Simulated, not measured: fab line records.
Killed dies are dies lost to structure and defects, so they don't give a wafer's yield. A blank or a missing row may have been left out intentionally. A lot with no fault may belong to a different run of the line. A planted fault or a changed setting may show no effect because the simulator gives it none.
Which of the tools did it? | flow n5 finfet | Sampling: 10 lots, 30 wafers, 5 of 1938 route steps

== WHAT THE GAUGES SHOWED, per wafer ==
N5_ILD0_THK_MEAS_13.
lot  | measured     | on            | thk nm (nm)
L651 | day 4 02:58  | film metro-01 | 17.9 15.3 16.8
L653 | day 4 12:17  | film metro-02 | 19.3 19.0 18.8
L654 | day 4 15:04  | film metro-02 | 18.2 19.3 18.4
L657 | day 5 13:04  | film metro-02 | 17.2 17.1 16.5
L658 | day 5 19:06  | film metro-02 | 17.4 18.0 16.2
L661 | day 6 11:48  | film metro-01 | 18.4 19.3 18.3
L666 | day 7 15:34  | film metro-02 | 17.9 17.0 17.7
L669 | day 8 21:41  | film metro-01 | 17.1 18.1 18.4
L671 | day 10 16:34 | film metro-01 | 19.1 17.5 16.0
L670 | day 10 17:29 | film metro-01 | 17.6 16.3 18.4

N5_SDB_CD_MEAS_11: the cd target is 50 nm.
lot  | measured     | on        | cd nm (nm)
L651 | day 4 03:22  | cd sem-01 | 51.5 51.7 50.6
L653 | day 4 12:50  | cd sem-02 | 50.0 50.2 49.3
L654 | day 4 15:29  | cd sem-02 | 49.6 49.3 49.4
L657 | day 5 13:35  | cd sem-02 | 49.8 50.4 50.5
L658 | day 5 19:37  | cd sem-03 | 51.4 51.0 52.2
L661 | day 6 12:11  | cd sem-01 | 51.6 50.2 51.5
L666 | day 7 16:04  | cd sem-03 | 51.0 51.9 51.4
L669 | day 8 22:12  | cd sem-01 | 50.8 49.5 49.6
L671 | day 10 17:05 | cd sem-01 | 50.0 51.2 51.3
L670 | day 10 17:52 | cd sem-03 | 50.5 50.4 50.4

N5_SDB_INSPECT_13: inspects for defects (brightfield).
lot  | measured     | on                | raw defect count
L651 | day 4 03:25  | defect inspect-01 | 44 49 61
L653 | day 4 12:53  | defect inspect-02 | 33 43 67
L654 | day 4 15:32  | defect inspect-02 | 57 20 92
L657 | day 5 13:38  | defect inspect-02 | 90 162 89
L658 | day 5 19:40  | defect inspect-01 | 59 75 111
L661 | day 6 12:14  | defect inspect-01 | 68 42 56
L666 | day 7 16:08  | defect inspect-02 | 108 52 83
L669 | day 8 22:16  | defect inspect-02 | 81 151 89
L671 | day 10 17:08 | defect inspect-01 | 51 48 48
L670 | day 10 17:55 | defect inspect-01 | 71 80 115

N5_BEOL_M4_RC_MEAS_101.
lot  | measured     | on        | DIBL_N (mV/V)  | DIBL_P (mV/V)  | IOFF_N (nA/um)    | IOFF_P (nA/um)    | ION_N (uA/um) | ION_P (uA/um) | SS_N (mV/dec)  | SS_P (mV/dec)  | VT_N (mV)         | VT_P (mV)
L651 | day 10 11:47 | prober-02 | 36.0 37.7 38.3 | 36.5 39.4 39.4 | 0.144 0.172 0.186 | 0.206 0.268 0.272 | 675 675 688   | 469 476 475   | 71.5 71.9 71.6 | 73.3 73.8 73.1 | 252.9 246.7 248.1 | -250 -247 -244
L653 | day 10 19:10 | prober-02 | 34.9 35.4 36.6 | 33.9 32.9 34.1 | 0.131 0.129 0.145 | 0.212 0.198 0.216 | 674 664 668   | 468 456 469   | 71.7 71.5 72.1 | 72.4 72.3 72.4 | 250.3 253.1 250.4 | -247 -251 -247
L654 | day 11 01:40 | prober-02 | 36.6 37.0 36.9 | 38.9 39.9 39.0 | 0.186 0.209 0.191 | 0.239 0.253 0.232 | 683 693 682   | 467 470 470   | 71.1 71.8 71.4 | 74.4 73.7 73.8 | 248.0 244.0 246.5 | -248 -245 -248
L657 | day 11 14:50 | prober-02 | 36.9 36.6 36.5 | 37.8 37.4 37.5 | 0.162 0.155 0.156 | 0.189 0.180 0.176 | 680 667 682   | 459 454 460   | 71.5 71.3 71.9 | 73.0 74.0 72.5 | 250.4 251.2 250.6 | -253 -254 -256
L658 | day 11 17:20 | prober-02 | 35.8 35.8 35.5 | 36.0 36.5 35.2 | 0.152 0.151 0.148 | 0.205 0.210 0.194 | 680 669 682   | 465 458 464   | 71.8 71.4 71.0 | 73.0 73.1 73.2 | 252.3 249.7 250.3 | -252 -250 -252
L661 | day 12 23:46 | prober-02 | 35.7 36.7 36.8 | 35.1 35.9 36.9 | 0.158 0.175 0.188 | 0.179 0.192 0.210 | 681 680 689   | 454 455 463   | 71.3 71.9 72.1 | 73.0 73.6 73.7 | 252.5 246.2 249.9 | -254 -254 -250
L666 | day 14 08:17 | prober-02 | 35.0 35.2 36.1 | 36.7 35.8 37.5 | 0.145 0.135 0.160 | 0.218 0.209 0.250 | 684 681 686   | 475 474 481   | 71.1 71.5 71.6 | 73.9 73.2 73.1 | 249.7 251.7 249.6 | -248 -251 -246
L669 | day 14 12:09 | prober-02 | 38.8 36.4 38.4 | 39.4 36.0 38.4 | 0.225 0.173 0.204 | 0.302 0.244 0.288 | 700 682 687   | 475 471 479   | 72.1 71.6 71.8 | 74.0 72.6 74.0 | 243.9 246.0 246.0 | -244 -245 -244
L671 | day 16 01:32 | prober-02 | 37.5 37.1 35.6 | 37.2 36.5 34.3 | 0.169 0.147 0.125 | 0.210 0.203 0.176 | 675 669 668   | 462 462 459   | 72.1 72.0 70.9 | 73.1 72.9 73.2 | 250.7 251.4 253.9 | -251 -249 -252
L670 | day 16 04:32 | prober-01 | 38.0 37.1 36.0 | 36.7 35.6 34.9 | 0.167 0.155 0.138 | 0.214 0.203 0.189 | 674 677 672   | 462 465 464   | 72.0 71.5 71.7 | 74.3 72.9 73.1 | 246.7 248.8 250.6 | -249 -250 -249

== TOOL THAT RAN EACH LOT (tool first, then ch and the chambers of the sampled wafers, then the start) ==
lot  | N5_SDB_ETCH_17
L651 | rie diel-01 ch 0,1,2, day 4 03:29
L653 | rie diel-04 ch 1,2, day 4 12:58
L654 | rie diel-04 ch 1,2,3, day 4 15:37
L657 | rie diel-04 ch 2,3, day 5 13:49
L658 | rie diel-06 ch 0,1,2, day 5 19:44
L661 | rie diel-06 ch 1,3, day 6 12:28
L666 | rie diel-06 ch 0,1,3, day 7 16:12
L669 | rie diel-04 ch 1,2, day 8 22:20
L671 | rie diel-06 ch 0,1,3, day 10 17:13
L670 | rie diel-04 ch 0,1,2, day 10 18:02
- N5_SDB_ETCH_17: etches SiARC in CF4, target depth 23.4 nm, time 39 s.

== AS READ BY THE TOOLS THEMSELVES (means over the sampled wafers that have a number; for cases with no such wafer, the mark the record gives instead) ==
N5_SDB_ETCH_17.
lot  | tool        | bias w (W) | cf4 flow sccm (sccm) | drypump motor current A (A) | etch rf on time s (s) | oes product au (a.u.) | rf vpp V (V) | showerhead plenum p Torr (Torr) | throttle valve pct (%)
L651 | rie diel-01 | 35.84      | 99.98                | 5.9                         | 38.2                  | 0.76                  | 184.4        | 2.18                            | 15.52
L653 | rie diel-04 | 36.00      | 99.92                | 5.4                         | 38.8                  | 0.69                  | 185.2        | 2.18                            | 15.50
L654 | rie diel-04 | 36.14      | 99.89                | 5.8                         | 39.2                  | 0.67                  | 184.9        | 2.20                            | 15.56
L657 | rie diel-04 | 36.02      | 100.38               | 6.1                         | 44.5                  | 0.61                  | 184.1        | 2.22                            | 15.64
L658 | rie diel-06 | 36.09      | 100.18               | 5.6                         | 39.0                  | 0.67                  | 184.6        | 2.18                            | 15.63
L661 | rie diel-06 | 35.97      | 99.72                | 5.9                         | 38.6                  | 0.68                  | 185.5        | 2.15                            | 15.54
L666 | rie diel-06 | 36.02      | 99.69                | 5.9                         | 38.4                  | 0.67                  | 183.7        | 2.15                            | 15.66
L669 | rie diel-04 | 36.10      | 100.25               | 5.4                         | 39.2                  | 0.63                  | 184.2        | 2.18                            | 15.83
L671 | rie diel-06 | 35.91      | 100.18               | 5.8                         | 38.7                  | 0.65                  | 183.8        | 2.14                            | 15.68
L670 | rie diel-04 | 35.98      | 100.26               | 5.7                         | 38.7                  | 0.69                  | 184.7        | 2.21                            | 15.64

== THE ANSWER, worked out from the rows above alone ==
Rule: the lots themselves supply what counts as usual. Put in order of their means at a reading, lots are off if they are a third of the lots or fewer, leave a main group of 4 or more, and stand apart from it by a gap of 3 or more times the standard deviation of the main group's means; of several such gaps the widest counts. A main group is skipped when, at the precision printed for the reading in the tables above, its means are all equal. Also off: a lot with no number at a reading for which 4 or more lots have one. The other lots that the step has rows for count as sound. First the gauges in route order, then the tools' own readings, where a lot's mean is used as printed above. The first step at which some lot is off is used, and at that step the reading that is off furthest; a lot without a number counts as furthest.
Off: L657 (N5_SDB_ETCH_17, etch rf on time s). Main group: mean 38.8 s, sd 0.32.
If a tool, at that step or one of the process steps before it, ran each lot that is off and ran no sound lot following the first of them, it fits. None of those tried fits.

== WHAT THE SIMULATOR HAD PUT IN ==
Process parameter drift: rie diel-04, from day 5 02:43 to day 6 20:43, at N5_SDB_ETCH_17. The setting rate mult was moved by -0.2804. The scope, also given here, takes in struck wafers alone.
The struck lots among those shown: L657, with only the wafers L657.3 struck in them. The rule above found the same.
